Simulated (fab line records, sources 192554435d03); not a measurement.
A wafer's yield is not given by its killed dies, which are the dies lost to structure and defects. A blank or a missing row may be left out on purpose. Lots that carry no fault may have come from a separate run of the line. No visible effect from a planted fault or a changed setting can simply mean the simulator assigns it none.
Chamber matching | flow n5_finfet | 4 sister chambers for N5_FIN_SAQP_FIN_ETCH_36 on rie_si-03
The step etches the open film in HBr/Cl2/O2, target depth 120 nm, time 50.4 s. 4 wafers are shown with their chamber, then 12 later ones without.

## WAFERS WITH THEIR CHAMBER
wafer  | chamber | throttle_valve_pct (%)
L086.4 | 2       | 35.74
L090.1 | 0       | 35.81
L090.2 | 1       | 36.05
L090.3 | 3       | 35.74

## WAFERS WITH NO CHAMBER GIVEN
wafer  | throttle_valve_pct (%)
L091.1 | 35.69
L091.4 | 35.80
L091.6 | 35.74
L093.3 | 36.06
L093.4 | 35.79
L093.6 | 36.06
L095.2 | 35.79
L095.3 | 36.05
L095.6 | 35.73
L097.1 | 35.72
L097.4 | 35.76
L097.6 | 35.78

## CHAMBER TAKEN BY EACH
wafer  | from the rows above          | in truth
L091.1 | can't be placed: 2 or 3      | 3
L091.4 | 0                            | 0
L091.6 | can't be placed: 2 or 3      | 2
L093.3 | 1                            | 1
L093.4 | can't be placed: 0 or 2 or 3 | 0
L093.6 | 1                            | 1
L095.2 | can't be placed: 0 or 2 or 3 | 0
L095.3 | 1                            | 1
L095.6 | can't be placed: 2 or 3      | 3
L097.1 | can't be placed: 2 or 3      | 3
L097.4 | can't be placed: 2 or 3 or 0 | 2
L097.6 | can't be placed: 0 or 2 or 3 | 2
Placed correctly: 4 of 12. From these rows, 8 cannot be placed; in 8 the true chamber is one of the candidates. Wrongly placed: 0.
How it was worked out, from the rows above alone: a wafer's distance from a chamber is the root of the sum, over the readings, of the square of ((its reading less the chamber's mean) divided by the reading's scatter). If the next closest chamber is less than 2 further off than the closest, the wafer can't be placed; otherwise it belongs to the closest. For every chamber, the mean is computed from those of its wafers that are shown. The scatter (one wafer shown for each chamber): square how far every hidden wafer sits from the nearest shown wafer, average those squares and take the square root.
